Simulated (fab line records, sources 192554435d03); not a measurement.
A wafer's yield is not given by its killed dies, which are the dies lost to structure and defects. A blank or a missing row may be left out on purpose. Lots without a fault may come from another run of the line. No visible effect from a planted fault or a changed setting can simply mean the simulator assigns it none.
Comparing a struck lot with a sound one || flow n5 finfet || 16 steps out of a route of 1938
Sound: the wafers L511.3, L511.5, L511.6. Struck: wafer L518.3 (left out: L518.6, a lot-mate that was not struck); the cause follows at the end.
At each step with rows: each side's tool, then ch and its chambers, then its first start. Under that, the readings that differ: sound wafers || struck wafers || difference of the means || sigmas: that difference in standard deviations of wafers without a fault.
alike: a reading whose means differ by less than 2 such deviations, as well as words and numbers matching on both sides. not compared: withheld readings; readings where some wafer has no value; bounds like >300 that might hide an equal value; numbers whose values overlap and for which the record gives no deviation.
Wherever a step has rows on one side only, a row that says differs or no value, or a row with sigmas, the two part there. When numbers do not overlap yet have no deviation, they are printed without sigmas and do not part them. A reading missing from all wafers of one side parts the sides only when that side holds two or more wafers.

first, 7 steps without rows for these wafers: N5_MOL_CONTACT_COAG_COAT_58 (time 60 s, resist thk 10 nm); N5_MOL_CONTACT_COAG_COAT_02 (resist thk 30 nm); N5_MOL_CONTACT_COAG_EBR_04; N5_MOL_CONTACT_COAG_SOFTBAKE_03 (time 60 s); N5_MOL_CONTACT_COAG_EXPOSE_05 (exposes mask CA, defocus 0 nm); N5_MOL_CONTACT_COAG_PEB_06 (peb time 60 s); N5_MOL_CONTACT_COAG_DEVELOP_07 (develop time 30 s).
N5_MOL_CONTACT_COAG_CD_MEAS_08 targets a cd of 28 nm.
  sound on cd sem-02 ch 0, day 6 02:30; struck on cd sem-03 ch 0, day 8 03:38
  alike: cd nm
N5_MOL_CONTACT_COAG_OVL_MEAS_09:
  sound on overlay-02 ch 0, day 6 02:32; struck on overlay-02 ch 0, day 8 03:40
  alike: CA_OVL
N5_MOL_CONTACT_COAG_INSPECT_10: inspects for defects (brightfield).
  sound on defect inspect-02, day 6 02:35; struck on defect inspect-02, day 8 03:43
  alike: raw defect count
N5_MOL_CONTACT_COAG_DESCUM_13: chemistry O2, time 7 s.
  sound on rie diel-04 ch 1,2,3, day 6 02:37; struck on rie diel-01 ch 0, day 8 03:45
{"reading": "oes product au (a.u.)", "sound": "0.73 0.74 0.67", "struck": 0.92, "difference": "+0.21", "sigmas": "+2"}
{"reading": "throttle valve pct (%)", "sound": "20.84 20.56 20.57", "struck": 19.96, "difference": -0.70, "sigmas": -2}
  alike: drypump motor current A, rf vpp V, showerhead plenum p Torr
  not compared: rf hours counter h
N5_MOL_CONTACT_COAG_ETCH_59: etches underlayer in N2/H2, target depth 13 nm, time 10.4 s.
  sound on rie diel-04 ch 1,2,3, day 6 02:40; struck on rie diel-01 ch 0, day 8 03:47
  alike: drypump motor current A, etch rf on time s, n2 flow sccm, oes product au, rf vpp V, showerhead plenum p Torr, throttle valve pct
  not compared: rf hours counter h
N5_MOL_CONTACT_COAG_ETCH_105: etches SiARC in CF4, target depth 15.6 nm, time 26 s.
  sound on rie diel-04 ch 1,2,3, day 6 02:41; struck on rie diel-01 ch 0, day 8 03:49
{"reading": "etch rf on time s (s)", "sound": "25.7 26.4 27.0", "struck": 19.6, "difference": -6.8, "sigmas": -15}
{"reading": "oes product au (a.u.)", "sound": "0.64 0.62 0.57", "struck": 0.92, "difference": "+0.31", "sigmas": "+4"}
{"reading": "throttle valve pct (%)", "sound": "15.9 15.6 15.7", "struck": 15.1, "difference": -0.6, "sigmas": -2}
  alike: drypump motor current A, rf vpp V, showerhead plenum p Torr
  not compared: rf hours counter h
N5_MOL_CONTACT_COAG_ETCH_106: etches SOC in N2/H2, target depth 80 nm, overetch 16 nm, time 120 s.
  sound on rie diel-04 ch 1,2,3, day 6 02:43; struck on rie diel-01 ch 0, day 8 03:50
{"reading": "oes product au (a.u.)", "sound": "0.66 0.66 0.62", "struck": 0.81, "difference": "+0.16", "sigmas": "+2"}
  alike: drypump motor current A, n2 flow sccm, rf vpp V, showerhead plenum p Torr, throttle valve pct
  not compared: rf hours counter h
-- record jumps: 6 days separate the struck wafers' starts on either side; left off in module MOL_CONTACT_COAG, taken up again in module BEOL_M4, whose first shown step is the route's number 1111 --
N5_BEOL_M4_RC_MEAS_101:
  sound on prober-01 ch 0, day 11 01:32; struck on prober-02 ch 0, day 13 16:31
  alike: DIBL_N, DIBL_P, IOFF_N, IOFF_P, ION_N, ION_P, SS_N, SS_P, VT_N, VT_P
-- a jump in the record: the struck wafers' starts before and after are 4 days apart (it breaks off in module BEOL_M4 and resumes in module PASSIVATION, where the first step shown is number 1936 of the route) --
N5_PASSIVATION_PROBE_49:
  sound on prober-02, day 15 11:41; struck on prober-02, day 18 02:12
  alike: defect limited yield, killed_at_M0_to_M3, killed_at_M4_up, killed at contacts, killed at front end, killed at other, killed dies, killed open, killed short, sort_bin_5_function, sort_bin_6_memory, sort n pass, sort yield pct

## WHERE THEY PART
At N5_MOL_CONTACT_COAG_DESCUM_13 first; at N5_MOL_CONTACT_COAG_ETCH_106 last (within this record only). Later steps at which nothing parts them and some readings are alike: N5_BEOL_M4_RC_MEAS_101, N5_PASSIVATION_PROBE_49.

WHY: what had been put in by the simulator
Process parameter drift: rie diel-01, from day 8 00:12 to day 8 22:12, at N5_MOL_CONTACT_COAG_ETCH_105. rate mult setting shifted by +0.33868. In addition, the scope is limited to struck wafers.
